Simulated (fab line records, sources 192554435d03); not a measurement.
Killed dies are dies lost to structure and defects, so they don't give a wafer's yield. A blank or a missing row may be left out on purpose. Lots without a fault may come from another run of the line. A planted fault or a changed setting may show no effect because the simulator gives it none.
Split-lot experiment | flow n5_finfet | 7 lots, 21 wafers read, on a route of 1938 steps

THE SPLIT
At N5_FIN_SAQP_PEB_14 (peb time 60 s), the setting peb_time_s was moved away from the recipe's 60 s on 10 of the 21 wafers read, by -18.0% to +18.0%. The other wafers ran this setting at the recipe's value.

FROM THE SPLIT TO THE READING: what the file shows between them, 1 step
- N5_FIN_SAQP_DEVELOP_15: develop time 30 s

THE READING
cd_nm, in nm, at N5_FIN_SAQP_CD_MEAS_16 (target cd 35.6 nm). Fault-free wafers of this fab line usually give 35.6 nm, standard deviation 0.33 nm.

wafer  | tool, chamber at the split | peb_time_s as run, s | against the recipe | cd_nm, nm | against lot-mates on the recipe
L077.1 | litho_track-03, 0          | 60                   | recipe             | 35.5      | -
L077.2 | litho_track-03, 0          | 60                   | recipe             | 35.5      | -
L077.6 | litho_track-03, 0          | 60                   | recipe             | 35.7      | -
L081.1 | litho_track-04, 0          | 53.45                | -10.9%             | 37.3      | no lot-mate on the recipe
L081.3 | litho_track-04, 0          | 53.45                | -10.9%             | 37.2      | no lot-mate on the recipe
L081.4 | litho_track-04, 0          | 53.45                | -10.9%             | 37.6      | no lot-mate on the recipe
L084.1 | litho_track-02, 0          | 60                   | recipe             | 35.4      | -
L084.2 | litho_track-02, 0          | 60                   | recipe             | 35.4      | -
L084.5 | litho_track-02, 0          | 60                   | recipe             | 35.1      | -
L085.1 | litho_track-03, 0          | 70.79                | +18.0%             | 32.9      | -2.6
L085.3 | litho_track-03, 0          | 60                   | recipe             | 35.5      | -
L085.4 | litho_track-03, 0          | 70.79                | +18.0%             | 33.2      | -2.3
L088.2 | litho_track-03, 0          | 49.23                | -18.0%             | 38.2      | no lot-mate on the recipe
L088.5 | litho_track-03, 0          | 49.23                | -18.0%             | 38.4      | no lot-mate on the recipe
L088.6 | litho_track-03, 0          | 49.23                | -18.0%             | 38.5      | no lot-mate on the recipe
L096.1 | litho_track-04, 0          | 50.31                | -16.1%             | 38.5      | +2.8
L096.3 | litho_track-04, 0          | 50.31                | -16.1%             | 38.4      | +2.7
L096.4 | litho_track-04, 0          | 60                   | recipe             | 35.7      | -
L097.1 | litho_track-03, 0          | 60                   | recipe             | 35.9      | -
L097.3 | litho_track-03, 0          | 60                   | recipe             | 36.1      | -
L097.6 | litho_track-03, 0          | 60                   | recipe             | 35.6      | -

THE FIT
A straight line over all 21 wafers: cd_nm changes by -0.155 nm for each +1% of peb_time_s; r = -0.99; the points scatter about the line by 0.25 nm.
The same after taking each lot's own level away (the mean of its wafers on the recipe; 15 wafers): -0.152 nm for each +1%; r = -0.99; scatter 0.2 nm.
On that fit, the largest move of peb_time_s shifts the reading by 2.7 nm.
The lots' own levels span 35.30 to 35.87 nm, that is 1.7 times the standard deviation above.
So the lot-to-lot level changes the slope little: the two slopes agree.
Check: with one of the wafers moved furthest among these (+18.0%) left out of the fit, the line predicts -2.68 nm for it against its lot-mates. It came out at -2.6 nm against them.

OTHER SPLITS ON THESE WAFERS
These wafers also went through other splits before the reading. Each is held against what the fit with the lots' levels taken away leaves over:
other split on the same wafers          | wafers away from the commonest value | r with cd_nm (lot level and that fit taken away)
N5_ZERO_LAYER_EXPOSE_08 dose_mj         | 5                                    | +0.45
N5_ZERO_LAYER_DEVELOP_10 develop_time_s | 5                                    | -0.29
N5_WELL_APT_COAT_02 spin_rpm            | 10                                   | -0.14

THE FILE'S OWN FIT
cd_nm changes by -0.151 nm for each +1% of peb_time_s, r = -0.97.
